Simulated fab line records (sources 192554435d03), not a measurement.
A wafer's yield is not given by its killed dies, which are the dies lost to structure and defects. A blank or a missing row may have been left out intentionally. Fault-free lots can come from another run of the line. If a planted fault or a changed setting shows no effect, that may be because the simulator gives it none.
Chamber matching || flow n5-finfet || N5_MIM_TOP_ALD_00 on ald-hk-02 has 4 sister chambers
The step deposits Al2O3, purge time 3 s, co reactant pulse time 3 s. 8 wafers are shown with their chamber, then 12 later ones without.

== WAFERS PAIRED WITH THEIR CHAMBERS ==
{"wafer": "L091.1", "chamber": 0, "precursor-pulse-height-rel": 1.017}
{"wafer": "L091.3", "chamber": 1, "precursor-pulse-height-rel": 1.008}
{"wafer": "L094.1", "chamber": 1, "precursor-pulse-height-rel": 0.966}
{"wafer": "L094.2", "chamber": 2, "precursor-pulse-height-rel": 0.992}
{"wafer": "L094.3", "chamber": 3, "precursor-pulse-height-rel": 0.989}
{"wafer": "L094.4", "chamber": 0, "precursor-pulse-height-rel": 1.000}
{"wafer": "L094.5", "chamber": 3, "precursor-pulse-height-rel": 0.998}
{"wafer": "L094.6", "chamber": 2, "precursor-pulse-height-rel": 1.001}

== WAFERS MISSING THEIR CHAMBER ==
{"wafer": "L090.1", "precursor-pulse-height-rel": 0.992}
{"wafer": "L090.2", "precursor-pulse-height-rel": 0.994}
{"wafer": "L090.3", "precursor-pulse-height-rel": 1.017}
{"wafer": "L090.4", "precursor-pulse-height-rel": 1.007}
{"wafer": "L090.5", "precursor-pulse-height-rel": 0.999}
{"wafer": "L090.6", "precursor-pulse-height-rel": 0.982}
{"wafer": "L096.2", "precursor-pulse-height-rel": 1.004}
{"wafer": "L096.4", "precursor-pulse-height-rel": 1.008}
{"wafer": "L096.6", "precursor-pulse-height-rel": 1.002}
{"wafer": "L097.1", "precursor-pulse-height-rel": 1.021}
{"wafer": "L097.5", "precursor-pulse-height-rel": 0.994}
{"wafer": "L097.6", "precursor-pulse-height-rel": 0.988}

== WHICH CHAMBER EACH ONE RAN IN ==
{"wafer": "L090.1", "from the rows above": "can't be placed: 3 or 2 or 1 or 0", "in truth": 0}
{"wafer": "L090.2", "from the rows above": "can't be placed: 3 or 2 or 1 or 0", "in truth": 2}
{"wafer": "L090.3", "from the rows above": "can't be placed: 0 or 2 or 3 or 1", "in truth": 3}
{"wafer": "L090.4", "from the rows above": "can't be placed: 0 or 2 or 3 or 1", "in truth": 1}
{"wafer": "L090.5", "from the rows above": "can't be placed: 2 or 3 or 0 or 1", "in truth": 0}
{"wafer": "L090.6", "from the rows above": "can't be placed: 1 or 3 or 2 or 0", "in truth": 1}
{"wafer": "L096.2", "from the rows above": "can't be placed: 0 or 2 or 3 or 1", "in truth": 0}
{"wafer": "L096.4", "from the rows above": "can't be placed: 0 or 2 or 3 or 1", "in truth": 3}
{"wafer": "L096.6", "from the rows above": "can't be placed: 2 or 0 or 3 or 1", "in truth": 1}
{"wafer": "L097.1", "from the rows above": "can't be placed: 0 or 2 or 3 or 1", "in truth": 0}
{"wafer": "L097.5", "from the rows above": "can't be placed: 3 or 2 or 1 or 0", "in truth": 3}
{"wafer": "L097.6", "from the rows above": "can't be placed: 1 or 3 or 2 or 0", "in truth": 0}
0 of 12 placed correctly. Not placeable from these rows: 12 (in 12, the candidates include the true chamber). Wrongly placed: 0.
How it was worked out, from the rows above alone: a wafer's distance from a chamber is the root of the sum, over the readings, of the square of ((its reading less the chamber's mean) divided by the reading's scatter). If the next closest chamber is less than 2 further off than the closest, the wafer can't be placed; otherwise it belongs to the closest. For every chamber, the mean is computed from those of its wafers that are shown. How the scatter is found: for the shown wafers, subtract from each reading the mean of its chamber, square and add these, divide the total by (wafers less chambers), then take the root.
